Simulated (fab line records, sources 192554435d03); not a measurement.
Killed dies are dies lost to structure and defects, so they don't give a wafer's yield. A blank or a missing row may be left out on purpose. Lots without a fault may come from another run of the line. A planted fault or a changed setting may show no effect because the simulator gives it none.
Problem report in the 8D (eight disciplines) form, filled by code | flow n5_finfet | the parts of the form that need people (team, actions taken, sign-off) are left out

1. THE PROBLEM
spin_speed_rpm at N5_BEOL_M8_COAT_63 reads a mean of 1462.5 rpm on 6 wafers of 2 lots; wafers without a fault read 1500.1 rpm with a standard deviation of 1.1. That is -34 standard deviations from the usual mean.
The step: time 60 s, resist thk 60 nm.
First seen on wafer L482.1, day 12 07:28, on litho_track-03. The record holds 33 wafers of 11 lots with a number at this step. Rule for "out", or "out of limits": more than 4 standard deviations from the usual mean. The other wafers with a number count as sound.

2. WHAT IT IS AND WHAT IT IS NOT
question                    | is                     | is not
which readings at this step | spin_speed_rpm         | -
which lots                  | L482, L483             | L475, L476, L477, L480, L488, L489, L493, L494, L495
which wafers of those lots  | all that have a number | -
read on which tools         | litho_track-03         | litho_track-02, litho_track-05
when                        | from day 12 07:28      | up to then (12 sound wafers); but 15 sound wafers of L488, L489, L493, L494, L495 came after

3. SUSPECTS, AND WHAT RULES EACH OUT
Counting: a tool at a process step up to the reading stays a suspect if it ran every lot that is out and no sound lot after the first of them.
- litho_track-03 at N5_BEOL_M8_COAT_63 (time 60 s, resist thk 60 nm): ruled out as a lasting fault. Sound lots L495 ran on it after its first lot that is out, L482 (day 12 07:28).
Left after counting: nothing in the record.

4. THE CAUSE (what the simulator had put in)
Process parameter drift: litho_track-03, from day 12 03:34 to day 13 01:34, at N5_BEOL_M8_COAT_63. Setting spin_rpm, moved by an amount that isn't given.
Counting ruled it out, wrongly.

5. THE CHAIN OF EFFECTS, in route order
Each row: a reading whose mean over the struck wafers that have a number lies more than 3 standard deviations from the usual. Only readings for which the record gives a usual standard deviation are gone through. hours: the time from each lot's start at the first step in this table that gives one to its start at this step, as a median over the lots. sigmas: the change in usual standard deviations.
hours | step               | reading        | usual      | on struck wafers | change | sigmas
0     | N5_BEOL_M8_COAT_63 | spin_speed_rpm | 1500.1 rpm | 1462.5           | -37.6  | -34
The process steps in it:
- N5_BEOL_M8_COAT_63: time 60 s, resist thk 60 nm.

6. WHAT WOULD HAVE CAUGHT IT SOONER
In this record the first reading out of limits was taken at day 12 07:28, 4 hours after the fault began at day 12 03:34.
